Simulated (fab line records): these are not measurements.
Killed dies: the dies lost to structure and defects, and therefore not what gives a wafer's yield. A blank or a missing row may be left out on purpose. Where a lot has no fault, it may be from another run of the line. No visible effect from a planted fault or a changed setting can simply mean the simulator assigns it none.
Which tool did it? | flow nand_harc | Sampling: 10 lots, 30 wafers, 5 of 1302 route steps

## WHAT EACH GAUGE READ, for each wafer
NHARC_A_CHANNEL_HOLE_D2_CD_MEAS_18. Usual: 98.8 nm for cd_nm, sd 2.5.
lot  | measured     | on        | cd_nm (nm)      | flag
L398 | day 14 23:51 | cd_sem-01 | 96.2 100.0 96.1 |
L400 | day 15 12:57 | cd_sem-02 | 100.7 98.8 97.3 |
L407 | day 19 08:13 | cd_sem-01 | 98.3 98.2 98.4  |
L408 | day 19 10:07 | cd_sem-01 | 97.9 98.9 98.7  |
L410 | day 20 04:12 | cd_sem-03 | 94.9 95.8 96.1  |
L411 | day 20 05:47 | cd_sem-02 | 95.4 101.4 97.6 |
L412 | day 21 01:13 | cd_sem-03 | 99.6 100.7 99.8 |
L413 | day 21 16:25 | cd_sem-01 | 100.9 91.2 96.1 |
L416 | day 23 01:29 | cd_sem-01 | 96.7 100.4 98.2 |
L415 | day 23 01:59 | cd_sem-02 | 99.0 97.0 100.0 |

NHARC_END_WLT_00. Usual: VT_DECK1_BOTTOM 0.871, standard deviation 0.0074; VT_DECK1_BOTTOM_INNER 0.872, standard deviation 0.0078; VT_DECK1_MEDIAN_NEAR_BOTTOM 0.872, standard deviation 0.0076; VT_DECK1_MEDIAN_NEAR_BOTTOM_INNER 0.873, standard deviation 0.0083; VT_DECK1_MIDDLE 0.885, standard deviation 0.0069; VT_DECK1_MIDDLE_INNER 0.884, standard deviation 0.0074; VT_DECK1_TOP 0.896, standard deviation 0.0079; VT_DECK1_TOP_INNER 0.896, standard deviation 0.0075; VT_DECK2_BOTTOM 0.872, standard deviation 0.0082; VT_DECK2_BOTTOM_INNER 0.871, standard deviation 0.008; VT_DECK2_MEDIAN_NEAR_BOTTOM 0.872, standard deviation 0.0088; VT_DECK2_MEDIAN_NEAR_BOTTOM_INNER 0.872, standard deviation 0.0086; VT_DECK2_MIDDLE 0.885, standard deviation 0.0083; VT_DECK2_MIDDLE_INNER 0.884, standard deviation 0.0079; VT_DECK2_TOP 0.896, standard deviation 0.0081; VT_DECK2_TOP_INNER 0.896, standard deviation 0.0079.
lot  | measured     | on        | VT_DECK1_BOTTOM   | VT_DECK1_BOTTOM_INNER | VT_DECK1_MEDIAN_NEAR_BOTTOM | VT_DECK1_MEDIAN_NEAR_BOTTOM_INNER | VT_DECK1_MIDDLE   | VT_DECK1_MIDDLE_INNER | VT_DECK1_TOP      | VT_DECK1_TOP_INNER | VT_DECK2_BOTTOM   | VT_DECK2_BOTTOM_INNER | VT_DECK2_MEDIAN_NEAR_BOTTOM | VT_DECK2_MEDIAN_NEAR_BOTTOM_INNER | VT_DECK2_MIDDLE   | VT_DECK2_MIDDLE_INNER | VT_DECK2_TOP      | VT_DECK2_TOP_INNER | flag
L398 | day 25 20:12 | prober-02 | 0.882 0.881 0.866 | 0.869 0.878 0.863     | 0.866 0.877 0.869           | 0.877 0.870 0.871                 | 0.879 0.873 0.885 | 0.881 0.889 0.887     | 0.896 0.896 0.895 | 0.899 0.897 0.887  | 0.868 0.875 0.872 | 0.873 0.867 0.872     | 0.878 0.878 0.872           | 0.872 0.880 0.867                 | 0.896 0.899 0.886 | 0.889 0.885 0.882     | 0.900 0.914 0.907 | 0.905 0.901 0.897  |
L400 | day 26 15:10 | prober-02 | 0.855 0.872 0.867 | 0.876 0.875 0.864     | 0.869 0.861 0.864           | 0.863 0.865 0.869                 | 0.876 0.883 0.880 | 0.879 0.881 0.873     | 0.894 0.891 0.885 | 0.873 0.894 0.890  | 0.863 0.868 0.844 | 0.869 0.865 0.852     | 0.874 0.863 0.861           | 0.870 0.870 0.852                 | 0.876 0.869 0.871 | 0.879 0.880 0.877     | 0.887 0.877 0.884 | 0.878 0.878 0.880  |
L407 | day 30 15:29 | prober-01 | 0.873 0.884 0.879 | 0.870 0.879 0.870     | 0.873 0.870 0.876           | 0.875 0.872 0.863                 | 0.890 0.889 0.878 | 0.888 0.891 0.896     | 0.902 0.898 0.901 | 0.893 0.896 0.900  | 1.045 1.055 1.045 | 1.054 1.069 1.041     | 1.055 1.050 1.041           | 1.055 1.061 1.050                 | 1.085 1.081 1.080 | 1.076 1.081 1.086     | 1.105 1.106 1.112 | 1.110 1.101 1.104  | OFF
L408 | day 30 11:55 | prober-02 | 0.872 0.876 0.874 | 0.891 0.869 0.873     | 0.879 0.882 0.883           | 0.893 0.885 0.880                 | 0.886 0.887 0.884 | 0.895 0.895 0.882     | 0.903 0.901 0.902 | 0.895 0.896 0.894  | 1.053 1.041 1.059 | 1.051 1.042 1.054     | 1.060 1.040 1.057           | 1.062 1.046 1.057                 | 1.080 1.076 1.075 | 1.078 1.078 1.084     | 1.113 1.088 1.103 | 1.108 1.105 1.106  | OFF
L410 | day 30 20:09 | prober-02 | 0.862 0.867 0.863 | 0.860 0.855 0.860     | 0.855 0.865 0.861           | 0.862 0.869 0.868                 | 0.876 0.876 0.882 | 0.874 0.884 0.875     | 0.893 0.893 0.886 | 0.886 0.898 0.893  | 0.874 0.867 0.868 | 0.864 0.857 0.874     | 0.868 0.870 0.869           | 0.870 0.859 0.871                 | 0.878 0.873 0.876 | 0.873 0.880 0.878     | 0.880 0.897 0.891 | 0.892 0.892 0.894  |
L411 | day 31 03:29 | prober-02 | 0.860 0.871 0.872 | 0.871 0.872 0.872     | 0.860 0.872 0.860           | 0.864 0.861 0.868                 | 0.885 0.881 0.886 | 0.878 0.878 0.881     | 0.885 0.893 0.896 | 0.890 0.889 0.892  | 0.870 0.876 0.874 | 0.867 0.866 0.871     | 0.860 0.871 0.875           | 0.862 0.870 0.881                 | 0.880 0.877 0.873 | 0.882 0.881 0.887     | 0.895 0.893 0.890 | 0.894 0.898 0.894  |
L412 | day 32 04:29 | prober-01 | 0.862 0.865 0.867 | 0.870 0.866 0.874     | 0.862 0.883 0.871           | 0.861 0.873 0.872                 | 0.878 0.886 0.885 | 0.878 0.883 0.883     | 0.889 0.895 0.898 | 0.893 0.893 0.896  | 0.873 0.859 0.860 | 0.867 0.867 0.857     | 0.874 0.852 0.862           | 0.862 0.860 0.863                 | 0.876 0.874 0.871 | 0.873 0.880 0.873     | 0.889 0.883 0.883 | 0.887 0.889 0.888  |
L413 | day 32 14:15 | prober-01 | 0.862 0.865 0.864 | 0.856 0.862 0.859     | 0.867 0.870 0.863           | 0.861 0.871 0.864                 | 0.884 0.881 0.876 | 0.869 0.878 0.876     | 0.888 0.883 0.888 | 0.882 0.885 0.893  | 0.855 0.865 0.856 | 0.864 0.862 0.867     | 0.871 0.874 0.866           | 0.856 0.868 0.868                 | 0.876 0.877 0.882 | 0.877 0.887 0.870     | 0.893 0.889 0.876 | 0.880 0.890 0.881  |
L416 | day 34 02:35 | prober-02 | 0.883 0.883 0.881 | 0.876 0.876 0.882     | 0.873 0.884 0.882           | 0.879 0.892 0.880                 | 0.893 0.890 0.893 | 0.890 0.890 0.899     | 0.909 0.914 0.909 | 0.905 0.907 0.907  | 0.894 0.883 0.882 | 0.896 0.878 0.881     | 0.879 0.884 0.887           | 0.892 0.891 0.882                 | 0.911 0.896 0.899 | 0.904 0.896 0.896     | 0.910 0.912 0.913 | 0.909 0.910 0.909  |
L415 | day 34 02:35 | prober-01 | 0.870 0.863 0.869 | 0.853 0.872 0.868     | 0.863 0.869 0.866           | 0.862 0.867 0.872                 | 0.879 0.883 0.884 | 0.876 0.877 0.882     | 0.894 0.902 0.902 | 0.890 0.896 0.888  | 0.879 0.872 0.880 | 0.877 0.873 0.878     | 0.879 0.871 0.874           | 0.877 0.872 0.878                 | 0.892 0.884 0.885 | 0.890 0.890 0.896     | 0.908 0.901 0.898 | 0.894 0.910 0.898  |

## WHAT TOOL EACH LOT RAN ON (gives the tool, then ch and the chambers of the sampled wafers, and finally the start)
lot  | NHARC_A_CHANNEL_FILL_D2_ALD_15                 | NHARC_A_CHANNEL_FILL_D2_ETCHBACK_19 | NHARC_A_CHANNEL_FILL_D2_CVD_05
L398 | ald_sin_batch-02 ch 0, day 16 08:13 or earlier | rie_si-01 ch 0,2,3, day 16 08:13    | lpcvd_poly-01 ch 0, day 16 10:59
L400 | ald_sin_batch-03 ch 0, day 16 05:13            | rie_si-04 ch 0,1,3, day 16 18:42    | lpcvd_poly-03 ch 0, day 16 22:41
L407 | ald_sin_batch-02 ch 0, day 20 15:52 or earlier | rie_si-04 ch 0,2,3, day 20 15:52    | lpcvd_poly-03 ch 0, day 20 18:31
L408 | ald_sin_batch-02 ch 0, day 20 15:51 or earlier | rie_si-01 ch 1,3, day 20 15:51      | lpcvd_poly-03 ch 0, day 20 18:31
L410 | ald_sin_batch-01 ch 0, day 21 12:58 or earlier | rie_si-01 ch 1,3, day 21 12:58      | lpcvd_poly-02 ch 0, day 21 15:37
L411 | ald_sin_batch-03 ch 0, day 21 12:58 or earlier | rie_si-02 ch 0,1,2, day 21 12:58    | lpcvd_poly-02 ch 0, day 21 15:37
L412 | ald_sin_batch-02 ch 0, day 22 08:10 or earlier | rie_si-04 ch 1,3, day 22 08:10      | lpcvd_poly-02 ch 0, day 22 10:54
L413 | ald_sin_batch-02 ch 0, day 22 22:19 or earlier | rie_si-02 ch 0,2,3, day 22 22:19    | lpcvd_poly-02 ch 0, day 23 00:55
L416 | ald_sin_batch-01 ch 0, day 24 07:37 or earlier | rie_si-02 ch 0,3, day 24 07:37      | lpcvd_poly-03 ch 0, day 24 10:19
L415 | ald_sin_batch-01 ch 0, day 24 07:40 or earlier | rie_si-04 ch 0,2,3, day 24 07:40    | lpcvd_poly-03 ch 0, day 24 10:19
- NHARC_A_CHANNEL_FILL_D2_ALD_15: deposits SiNx, target thk 2 nm, pulse time 60 s, ald cycles 19.
- NHARC_A_CHANNEL_FILL_D2_ETCHBACK_19: etches the open film in HBr/Cl2, target depth 5 nm, time 1.7 s.
- NHARC_A_CHANNEL_FILL_D2_CVD_05: deposits poly-Si, target thk 5 nm.

## WHAT THE TOOLS THEMSELVES READ (means of the sampled wafers that have a number; where no wafer has one, the mark that the record gives instead)
NHARC_A_CHANNEL_FILL_D2_ALD_15. Usual: 1.000 for precursor_pulse_height_rel, sd 0.018.
lot  | tool             | precursor_pulse_height_rel | flag
L398 | ald_sin_batch-02 | 1.002                      |
L400 | ald_sin_batch-03 | 1.007                      |
L407 | ald_sin_batch-02 | 0.993                      |
L408 | ald_sin_batch-02 | 0.991                      |
L410 | ald_sin_batch-01 | 0.998                      |
L411 | ald_sin_batch-03 | 0.999                      |
L412 | ald_sin_batch-02 | 0.989                      |
L413 | ald_sin_batch-02 | 1.001                      |
L416 | ald_sin_batch-01 | 0.988                      |
L415 | ald_sin_batch-01 | 0.996                      |

NHARC_A_CHANNEL_FILL_D2_ETCHBACK_19. Usual: drypump_motor_current_A 5.9 A, standard deviation 0.52; oes_product_au 1.001 a.u., standard deviation 0.011; rf_fwd_power_W 390.4 W, standard deviation 1.5; throttle_valve_pct 26.405 %, standard deviation 0.0099.
lot  | tool      | drypump_motor_current_A (A) | oes_product_au (a.u.) | rf_fwd_power_W (W) | throttle_valve_pct (%) | flag
L398 | rie_si-01 | 6.2                         | 1.007                 | 391.1              | 26.414                 |
L400 | rie_si-04 | 5.7                         | 0.999                 | 390.1              | 26.403                 |
L407 | rie_si-04 | 5.7                         | 0.997                 | 390.1              | 26.403                 |
L408 | rie_si-01 | 6.3                         | 1.012                 | 389.9              | 26.402                 |
L410 | rie_si-01 | 6.3                         | 1.006                 | 389.8              | 26.404                 |
L411 | rie_si-02 | 5.7                         | 1.003                 | 390.8              | 26.392                 |
L412 | rie_si-04 | 6.0                         | 0.998                 | 390.3              | 26.411                 |
L413 | rie_si-02 | 6.0                         | 1.000                 | 390.8              | 26.409                 |
L416 | rie_si-02 | 6.2                         | 1.015                 | 389.9              | 26.410                 |
L415 | rie_si-04 | 5.7                         | 1.004                 | 390.8              | 26.404                 |

NHARC_A_CHANNEL_FILL_D2_CVD_05. Usual: spike_tc_bottom_C 573.4 C, standard deviation 1.8; spike_tc_centre_C 550.9 C, standard deviation 1.2; spike_tc_lower_C 550.5 C, standard deviation 1.4; spike_tc_top_C 571.3 C, standard deviation 1.5; spike_tc_upper_C 549.7 C, standard deviation 1.1; tube_center_temp_C 549.99 C, standard deviation 0.051; zone_power_bottom_pct 11.4 %, standard deviation 0.37; zone_power_upper_pct 6.9 %, standard deviation 0.31.
lot  | tool          | spike_tc_bottom_C (C) | spike_tc_centre_C (C) | spike_tc_lower_C (C) | spike_tc_top_C (C) | spike_tc_upper_C (C) | tube_center_temp_C (C) | zone_power_bottom_pct (%) | zone_power_upper_pct (%) | flag
L398 | lpcvd_poly-01 | 572.8                 | 552.3                 | 549.9                | 568.8              | 548.6                | 549.97                 | 10.7                      | 7.4                      |
L400 | lpcvd_poly-03 | 572.4                 | 549.3                 | 550.3                | 571.2              | 550.3                | 549.96                 | 11.5                      | 6.6                      |
L407 | lpcvd_poly-03 | 597.7                 | 578.4                 | 578.3                | 598.3              | 578.3                | 577.97                 | 12.5                      | 7.1                      | OFF
L408 | lpcvd_poly-03 | 598.2                 | 577.7                 | 578.0                | 597.7              | 578.5                | 577.95                 | 12.5                      | 7.1                      | OFF
L410 | lpcvd_poly-02 | 575.0                 | 552.1                 | 551.7                | 572.7              | 549.9                | 550.05                 | 11.7                      | 6.8                      |
L411 | lpcvd_poly-02 | 575.4                 | 551.4                 | 551.6                | 572.9              | 550.2                | 550.02                 | 11.8                      | 6.9                      |
L412 | lpcvd_poly-02 | 575.3                 | 551.8                 | 550.8                | 571.6              | 550.2                | 549.98                 | 11.8                      | 6.9                      |
L413 | lpcvd_poly-02 | 574.4                 | 552.0                 | 551.9                | 572.1              | 550.8                | 550.04                 | 11.8                      | 6.9                      |
L416 | lpcvd_poly-03 | 572.1                 | 550.5                 | 550.0                | 571.9              | 550.0                | 549.98                 | 11.5                      | 6.6                      |
L415 | lpcvd_poly-03 | 570.2                 | 549.9                 | 550.7                | 571.3              | 551.8                | 550.00                 | 11.4                      | 6.6                      |

## THE ANSWER, worked out from the rows above alone
Rule: a lot is off if the mean of its wafers that have a number lies more than 3 standard deviations from the usual mean. A lot without any number at a reading at which 4 lots or more have one is off too. The other lots that the step has rows for count as sound. After the gauges, taken in route order, come the tools' own readings; for these a lot's mean is taken, as printed above. The first step at which some lot is off is used, and at that step the reading that is off furthest; a lot without a number counts as furthest.
Off: L407, L408, at NHARC_END_WLT_00 (VT_DECK2_TOP_INNER).
A tool fits if, at a process step before that reading, it ran every lot that is off, and no sound lot after the first of them. Not tried: the gauges at NHARC_END_WLT_00; whatever is off there is also off at NHARC_A_CHANNEL_FILL_D2_CVD_05, on other tools, and gauge error can't account for it. Because NHARC_A_CHANNEL_FILL_D2_ALD_15 lacks a start for some lots, the hours and order of its lots are taken from NHARC_A_CHANNEL_FILL_D2_ETCHBACK_19. None of those tried fits.

## WHAT HAD BEEN PUT IN BY THE SIMULATOR
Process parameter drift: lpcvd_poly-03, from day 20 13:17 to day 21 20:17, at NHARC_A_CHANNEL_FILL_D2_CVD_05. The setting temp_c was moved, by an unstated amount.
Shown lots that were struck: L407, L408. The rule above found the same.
